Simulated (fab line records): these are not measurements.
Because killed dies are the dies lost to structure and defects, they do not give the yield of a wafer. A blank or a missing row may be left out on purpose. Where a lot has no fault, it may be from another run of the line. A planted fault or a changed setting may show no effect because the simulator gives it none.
The tool behind it: which one? :: flow nandHarc :: 6 lots, 18 wafers sampled, at 5 steps of a route of 1302

WHAT THE GAUGES SHOWED, per wafer
NHARC_END_SORT_01.
lot: L540
measured: day 25 09:34
on: prober-02
killedAtPeriphery: 2 1 3

lot: L542
measured: day 26 07:46
on: prober-01
killedAtPeriphery: 1 4 3

lot: L551
measured: day 29 06:05
on: prober-01
killedAtPeriphery: 1 0 3

lot: L554
measured: day 30 14:04
on: prober-01
killedAtPeriphery: 4 2 2

lot: L557
measured: day 32 00:10
on: prober-01
killedAtPeriphery: 3 5 1

lot: L559
measured: day 33 04:44
on: prober-01
killedAtPeriphery: 2 2 2

WHAT TOOL EACH LOT RAN ON (gives the tool, then ch and the chambers of the sampled wafers, and finally the start)
lot: L540
NHARC_A_CONTACT_ETCH_137: harCapEtch-01 ch 0,1, day 23 07:36
NHARC_A_CONTACT_ETCH_139: harCapEtch-01 ch 0,1, day 23 08:09
NHARC_A_CONTACT_STRIP_26: rieDiel-10 ch 0,1,3, day 23 10:59 or earlier
NHARC_A_CONTACT_CMP_20: cmp-03 ch 0,1,3, day 23 10:59

lot: L542
NHARC_A_CONTACT_ETCH_137: harCapEtch-03 ch 0,1, day 24 02:52
NHARC_A_CONTACT_ETCH_139: harCapEtch-03 ch 0,1, day 24 03:24
NHARC_A_CONTACT_STRIP_26: rieDiel-10 ch 0,2,3, day 24 06:17 or earlier
NHARC_A_CONTACT_CMP_20: cmp-03 ch 0,3, day 24 06:17

lot: L551
NHARC_A_CONTACT_ETCH_137: harCapEtch-02 ch 0,1, day 27 05:02
NHARC_A_CONTACT_ETCH_139: harCapEtch-02 ch 0,1, day 27 05:46
NHARC_A_CONTACT_STRIP_26: rieDiel-10 ch 0,2, day 27 08:35 or earlier
NHARC_A_CONTACT_CMP_20: cmp-03 ch 0,1, day 27 08:35

lot: L554
NHARC_A_CONTACT_ETCH_137: harCapEtch-01 ch 0,1, day 28 01:44
NHARC_A_CONTACT_ETCH_139: harCapEtch-01 ch 0,1, day 28 02:17
NHARC_A_CONTACT_STRIP_26: rieDiel-03 ch 0,2,3, day 28 05:05 or earlier
NHARC_A_CONTACT_CMP_20: cmp-04 ch 0,1,3, day 28 05:05

lot: L557
NHARC_A_CONTACT_ETCH_137: harCapEtch-03 ch 0,1, day 29 22:32
NHARC_A_CONTACT_ETCH_139: harCapEtch-03 ch 0,1, day 29 23:04
NHARC_A_CONTACT_STRIP_26: rieDiel-03 ch 0,1,3, day 30 01:53 or earlier
NHARC_A_CONTACT_CMP_20: cmp-02 ch 1,2,3, day 30 01:53

lot: L559
NHARC_A_CONTACT_ETCH_137: harCapEtch-02 ch 0,1, day 30 23:04
NHARC_A_CONTACT_ETCH_139: harCapEtch-02 ch 0,1, day 30 23:37
NHARC_A_CONTACT_STRIP_26: rieDiel-05 ch 0,1,2, day 31 02:26 or earlier
NHARC_A_CONTACT_CMP_20: cmp-03 ch 1,2,3, day 31 02:26
- NHARC_A_CONTACT_ETCH_137: etches the open film in C4F8/O2/Ar, time 311 s, target depth 1912 nm.
- NHARC_A_CONTACT_ETCH_139: etches the open film in C4F8/O2/Ar, time 195 s, target depth 840 nm.
- NHARC_A_CONTACT_STRIP_26: strips in O2.
- NHARC_A_CONTACT_CMP_20: polishes, t overpolish 30 s, target thk 300 nm.

THE ANSWER, worked out from the rows above alone
Rule: the usual values come from the lots themselves. The widest of any qualifying gaps counts: lots, ordered by their means at a reading, are off when they make up no more than a third of the lots, leave a main group of 4 or more, and stand apart from it by 3 or more times the standard deviation of that group's means. Not used: any main group whose means are identical at the precision the tables above print for the reading. A lot without any number at a reading at which 4 lots or more have one is off too. All remaining lots with rows at the step are treated as sound.
None of the lots is off at any reading shown; this tells nothing.

WHAT THE SIMULATOR PUT IN
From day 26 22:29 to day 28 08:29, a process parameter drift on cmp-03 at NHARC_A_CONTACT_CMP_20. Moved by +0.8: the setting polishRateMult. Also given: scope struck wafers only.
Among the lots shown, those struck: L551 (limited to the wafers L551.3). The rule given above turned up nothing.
